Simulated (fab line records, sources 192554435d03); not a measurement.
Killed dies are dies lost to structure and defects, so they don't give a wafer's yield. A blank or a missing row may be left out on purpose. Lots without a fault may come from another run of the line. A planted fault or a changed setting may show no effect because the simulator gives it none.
Chamber matching | flow n5_finfet | N5_MOL_CONTACT_COAG_DESCUM_45 on rie_diel-05: 4 sister chambers
The step chemistry O2, time 7 s. 18 wafers are shown with their chamber, then 9 later ones without.

WAFERS WITH THEIR CHAMBER
wafer  | chamber | drypump_motor_current_A (A) | throttle_valve_pct (%) | showerhead_plenum_p_Torr (Torr)
L074.1 | 1       | 6.7                         | 20.01                  | 2.12
L074.4 | 2       | 6.3                         | 20.73                  | 2.09
L074.6 | 1       | 6.7                         | 20.03                  | 2.12
L079.1 | 0       | 6.4                         | 20.28                  | 2.10
L079.2 | 3       | 5.4                         | 20.31                  | 2.05
L079.4 | 1       | 6.7                         | 20.04                  | 2.12
L081.2 | 0       | 6.4                         | 20.29                  | 2.10
L081.4 | 3       | 5.4                         | 20.31                  | 2.05
L081.6 | 2       | 6.3                         | 20.73                  | 2.08
L089.4 | 0       | 6.4                         | 20.31                  | 2.09
L089.5 | 0       | 6.4                         | 20.31                  | 2.09
L089.6 | 3       | 5.4                         | 20.33                  | 2.04
L090.1 | 3       | 5.5                         | 20.33                  | 2.04
L090.3 | 2       | 6.3                         | 20.76                  | 2.08
L090.5 | 1       | 6.6                         | 20.10                  | 2.11
L092.3 | 2       | 6.3                         | 20.77                  | 2.07
L092.5 | 2       | 6.3                         | 20.78                  | 2.07
L092.6 | 1       | 6.7                         | 20.09                  | 2.11

SIGNATURES (means of the wafers above)
reading                  | chamber 0 | chamber 1 | chamber 2 | chamber 3 | scatter within a chamber
drypump_motor_current_A  | 6.400     | 6.680     | 6.300     | 5.425     | 0.0333
throttle_valve_pct       | 20.2975   | 20.0540   | 20.7540   | 20.3200   | 0.0258
showerhead_plenum_p_Torr | 2.0950    | 2.1160    | 2.0780    | 2.0450    | 0.00655
Rule: a wafer's distance from a chamber is the root of the sum, over the readings, of the square of ((its reading less the chamber's mean) divided by the reading's scatter). The wafer belongs to the nearest chamber; if the next one is less than 2 further off, it can't be placed. The scatter: the root of (the sum of the squares of (reading less its chamber's mean) over the shown wafers, divided by (wafers less chambers)).

WAFERS WITHOUT THEIR CHAMBER
wafer  | drypump_motor_current_A (A) | throttle_valve_pct (%) | showerhead_plenum_p_Torr (Torr)
L094.1 | 5.5                         | 20.34                  | 2.04
L094.4 | 6.5                         | 20.32                  | 2.09
L094.6 | 6.3                         | 20.77                  | 2.07
L095.1 | 6.7                         | 20.10                  | 2.11
L095.3 | 6.4                         | 20.32                  | 2.09
L095.4 | 6.3                         | 20.79                  | 2.07
L097.1 | 5.4                         | 20.33                  | 2.04
L097.5 | 5.5                         | 20.34                  | 2.04
L097.6 | 6.5                         | 20.33                  | 2.09

WHICH CHAMBER EACH WENT THROUGH
wafer  | from the rows above | in truth
L094.1 | 3                   | 3
L094.4 | 0                   | 0
L094.6 | 2                   | 2
L095.1 | 1                   | 1
L095.3 | 0                   | 0
L095.4 | 2                   | 2
L097.1 | 3                   | 3
L097.5 | 3                   | 3
L097.6 | 0                   | 0
Placed correctly: 9 of 9. Can't be placed from these rows: 0. Placed wrongly: 0.
